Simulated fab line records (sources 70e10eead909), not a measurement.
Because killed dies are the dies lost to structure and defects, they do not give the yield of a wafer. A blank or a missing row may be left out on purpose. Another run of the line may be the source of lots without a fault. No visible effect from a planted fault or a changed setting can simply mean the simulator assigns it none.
Which tool did it? | flow nand_harc | 12 lots, 36 wafers sampled, at 5 steps of a route of 1302

== WHAT EACH GAUGE READ, for each wafer ==
NHARC_A_CONTACT_OVL_MEAS_70.
lot  | measured     | on         | overlay_x_nm (nm) | overlay_y_nm (nm)
L523 | day 22 09:38 | overlay-02 | -0.9 -1.9 -1.5    | 0.7 0.9 0.7
L524 | day 23 02:16 | overlay-01 | -1.0 -1.4 -0.9    | -0.1 0.2 0.2
L527 | day 24 03:41 | overlay-01 | 0.1 0.5 0.7       | 0.8 1.0 1.2
L526 | day 24 11:01 | overlay-01 | -0.7 -0.2 0.0     | 0.4 1.0 0.0
L528 | day 24 14:35 | overlay-01 | -0.2 -0.3 -1.0    | -0.2 0.1 -0.2
L533 | day 25 21:31 | overlay-01 | -0.3 0.0 -0.7     | 0.8 0.7 1.4
L532 | day 26 01:11 | overlay-02 | -0.1 -0.5 -0.6    | -1.2 -1.2 -1.7
L537 | day 28 01:20 | overlay-02 | -1.0 -1.0 -0.7    | 2.0 1.2 1.4
L542 | day 30 09:50 | overlay-01 | 0.0 -0.8 -0.2     | -1.0 -1.0 -1.5
L543 | day 30 11:43 | overlay-01 | -0.8 -1.0 -0.8    | -1.5 -1.3 -0.8
L544 | day 31 07:47 | overlay-02 | 0.2 -0.1 0.6      | -0.3 -0.5 -1.5
L545 | day 31 23:37 | overlay-01 | 0.7 1.1 1.3       | -0.2 -0.5 -0.3

NHARC_END_SORT_01.
lot  | measured     | on        | killed_at_array | killed_at_other | killed_at_periphery | killed_dies | killed_open | killed_short
L537 | day 30 17:50 | prober-01 | 74 84 73        | 1 0 2           | 7 3 7               | 82 87 82    | 1 1 3       | 1 2 2

== WHAT TOOL EACH LOT RAN ON (gives the tool, then ch and the chambers of the sampled wafers, and finally the start) ==
lot  | NHARC_A_CONTACT_STRIP_55                      | NHARC_A_CONTACT_ETCH_78            | NHARC_A_CONTACT_ETCH_130
L523 | rie_diel-04 ch 0,1,2, day 22 09:38 or earlier | rie_diel-04 ch 0,1,3, day 22 13:11 | har_cap_etch-02 ch 0,1, day 22 15:12
L524 | rie_diel-08 ch 1,2,3, day 23 02:16 or earlier | rie_diel-03 ch 0,1,3, day 23 02:58 | har_cap_etch-01 ch 0,1, day 23 05:21
L527 | rie_diel-03 ch 0,2, day 24 03:41 or earlier   | rie_diel-08 ch 1,3, day 24 04:35   | har_cap_etch-01 ch 0,1, day 24 06:30
L526 | rie_diel-03 ch 0,1, day 24 11:01 or earlier   | rie_diel-03 ch 2,3, day 24 11:49   | har_cap_etch-03 ch 0,1, day 24 13:50
L528 | rie_diel-08 ch 0,2,3, day 24 14:35 or earlier | rie_diel-03 ch 0,1,3, day 24 15:35 | har_cap_etch-02 ch 0,1, day 24 17:46
L533 | rie_diel-03 ch 0,2,3, day 25 21:31 or earlier | rie_diel-03 ch 1,2,3, day 25 22:13 | har_cap_etch-02 ch 0,1, day 26 00:14
L532 | rie_diel-03 ch 1,2, day 26 01:11 or earlier   | rie_diel-03 ch 1,2,3, day 26 02:05 | har_cap_etch-03 ch 0,1, day 26 03:59
L537 | rie_diel-04 ch 0,3, day 28 01:20 or earlier   | rie_diel-04 ch 1,3, day 28 02:08   | har_cap_etch-01 ch 0,1, day 28 04:03
L542 | rie_diel-08 ch 0,1,3, day 30 09:50 or earlier | rie_diel-03 ch 1,2,3, day 30 10:32 | har_cap_etch-02 ch 0,1, day 30 12:33
L543 | rie_diel-03 ch 0,2,3, day 30 11:43 or earlier | rie_diel-03 ch 0,1,3, day 30 12:25 | har_cap_etch-03 ch 0,1, day 30 14:26
L544 | rie_diel-03 ch 0,2,3, day 31 07:47 or earlier | rie_diel-03 ch 1,2, day 31 08:30   | har_cap_etch-01 ch 0,1, day 31 10:31
L545 | rie_diel-08 ch 1,2,3, day 31 23:37 or earlier | rie_diel-03 ch 1,2,3, day 32 00:19 | har_cap_etch-02 ch 0,1, day 32 02:20
- NHARC_A_CONTACT_STRIP_55: strips in O2.
- NHARC_A_CONTACT_ETCH_78: etches the open film in O2/COS, target depth 5300 nm, time 1378 s.
- NHARC_A_CONTACT_ETCH_130: etches the open film in C4F8/O2/Ar, time 197 s, target depth 1918 nm.

== WHAT THE TOOLS THEMSELVES READ (means of the sampled wafers that have a number; where no wafer has one, the mark that the record gives instead) ==
NHARC_A_CONTACT_STRIP_55.
lot  | tool        | drypump_motor_current_A (A) | oes_product_au (a.u.) | rf_vpp_V (V) | showerhead_plenum_p_Torr (Torr) | throttle_valve_pct (%)
L523 | rie_diel-04 | 5.4                         | 1.003                 | 57.0         | 3.54                            | 17.042
L524 | rie_diel-08 | 5.5                         | 0.996                 | 58.0         | 3.55                            | 17.035
L527 | rie_diel-03 | 5.7                         | 1.001                 | 57.5         | 3.45                            | 17.037
L526 | rie_diel-03 | 5.6                         | 1.003                 | 57.7         | 3.64                            | 17.030
L528 | rie_diel-08 | 5.3                         | 0.994                 | 57.3         | 3.40                            | 17.027
L533 | rie_diel-03 | 5.8                         | 1.004                 | 57.7         | 3.52                            | 17.036
L532 | rie_diel-03 | 6.3                         | 1.006                 | 57.3         | 3.29                            | 17.042
L537 | rie_diel-04 | 5.8                         | 0.998                 | 58.5         | 3.64                            | 17.039
L542 | rie_diel-08 | 5.6                         | 0.995                 | 57.9         | 3.51                            | 17.036
L543 | rie_diel-03 | 5.8                         | 0.996                 | 58.1         | 3.69                            | 17.035
L544 | rie_diel-03 | 5.8                         | 0.993                 | 58.7         | 3.69                            | 17.037
L545 | rie_diel-08 | 5.5                         | 1.002                 | 57.5         | 3.51                            | 17.042

NHARC_A_CONTACT_ETCH_78.
lot  | tool        | bias_w (W) | drypump_motor_current_A (A) | oes_product_au (a.u.) | rf_vpp_V (V) | showerhead_plenum_p_Torr (Torr) | throttle_valve_pct (%)
L523 | rie_diel-04 | 299.9      | 5.5                         | 1.004                 | 315.0        | 3.23                            | 28.336
L524 | rie_diel-03 | 300.0      | 6.0                         | 1.002                 | 313.8        | 3.14                            | 28.336
L527 | rie_diel-08 | 300.3      | 5.5                         | 0.998                 | 315.0        | 3.18                            | 28.333
L526 | rie_diel-03 | 299.4      | 6.1                         | 1.007                 | 312.8        | 3.03                            | 28.331
L528 | rie_diel-03 | 300.9      | 6.0                         | 1.006                 | 314.0        | 3.13                            | 28.328
L533 | rie_diel-03 | 299.2      | 6.3                         | 1.000                 | 312.5        | 2.98                            | 28.332
L532 | rie_diel-03 | 300.1      | 6.3                         | 0.997                 | 312.0        | 2.98                            | 28.328
L537 | rie_diel-04 | 300.2      | 5.6                         | 0.995                 | 317.1        | 3.32                            | 28.325
L542 | rie_diel-03 | 299.3      | 6.3                         | 1.002                 | 314.5        | 3.13                            | 28.332
L543 | rie_diel-03 | 299.5      | 6.0                         | 0.996                 | 314.3        | 3.12                            | 28.322
L544 | rie_diel-03 | 299.7      | 6.3                         | 1.005                 | 315.8        | 3.22                            | 28.330
L545 | rie_diel-03 | 300.4      | 6.3                         | 0.996                 | 314.4        | 3.13                            | 28.336

== THE ANSWER, worked out from the rows above alone ==
Rule: usual is defined by the lots themselves. The widest of any qualifying gaps counts: lots, ordered by their means at a reading, are off when they make up no more than a third of the lots, leave a main group of 4 or more, and stand apart from it by 3 or more times the standard deviation of that group's means. The tables above print the reading to a certain number of digits; a main group whose means all agree to those digits is not used. Also off: a lot with no number at a reading for which 4 or more lots have one. Any other lot the step has rows for is counted as sound. The gauges are gone through in route order, then the tools' own readings, and for those a lot's mean is taken as printed above. At the first step where some lot is off, the reading lying furthest off is the one used; lots without a number count as furthest.
No lot is off at any reading shown: from this, nothing can be told.

== WHAT HAD BEEN PUT IN BY THE SIMULATOR ==
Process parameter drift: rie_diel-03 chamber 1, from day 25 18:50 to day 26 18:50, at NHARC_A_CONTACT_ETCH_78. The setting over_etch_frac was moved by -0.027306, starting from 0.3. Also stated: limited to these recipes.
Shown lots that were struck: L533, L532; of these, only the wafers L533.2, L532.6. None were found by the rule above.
